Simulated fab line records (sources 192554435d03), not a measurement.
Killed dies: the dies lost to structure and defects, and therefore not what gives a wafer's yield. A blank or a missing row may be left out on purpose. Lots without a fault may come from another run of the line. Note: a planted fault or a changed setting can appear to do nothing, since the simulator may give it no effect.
Matching of chambers | flow n5-finfet | N5_BEOL_M2_DEP_57 on pecvd-03: 3 sister chambers
The step deposits SiCN from 3MS/NH3, target thk 8 nm, time 14 s. 3 wafers are shown with their chamber, then 7 later ones without.

## WAFERS PAIRED WITH THEIR CHAMBERS
wafer  | chamber | showerhead-plenum-p-Torr (Torr)
L091.6 | 2       | 3.673
L092.3 | 0       | 3.664
L092.5 | 1       | 3.686

## WAFERS WHOSE CHAMBER IS MISSING
wafer  | showerhead-plenum-p-Torr (Torr)
L092.6 | 3.658
L094.3 | 3.659
L094.5 | 3.657
L094.6 | 3.649
L096.1 | 3.657
L096.2 | 3.665
L096.5 | 3.656

## WHICH CHAMBER EACH ONE RAN IN
wafer  | from the rows above     | in truth
L092.6 | can't be placed: 0 or 2 | 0
L094.3 | can't be placed: 0 or 2 | 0
L094.5 | can't be placed: 0 or 2 | 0
L094.6 | can't be placed: 0 or 2 | 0
L096.1 | can't be placed: 0 or 2 | 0
L096.2 | can't be placed: 0 or 2 | 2
L096.5 | can't be placed: 0 or 2 | 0
0 of 7 placed correctly. Not placeable from these rows: 7 (in 7, the candidates include the true chamber). Placed wrongly: 0.
How it was worked out, from the rows above alone: a wafer's distance from a chamber is the root of the sum, over the readings, of the square of ((its reading less the chamber's mean) divided by the reading's scatter). If the next closest chamber is less than 2 further off than the closest, the wafer can't be placed; otherwise it belongs to the closest. The mean given for a chamber averages the wafers shown for that chamber. The scatter: root of mean squared gap, hidden wafer to nearest shown wafer, with one shown wafer a chamber.
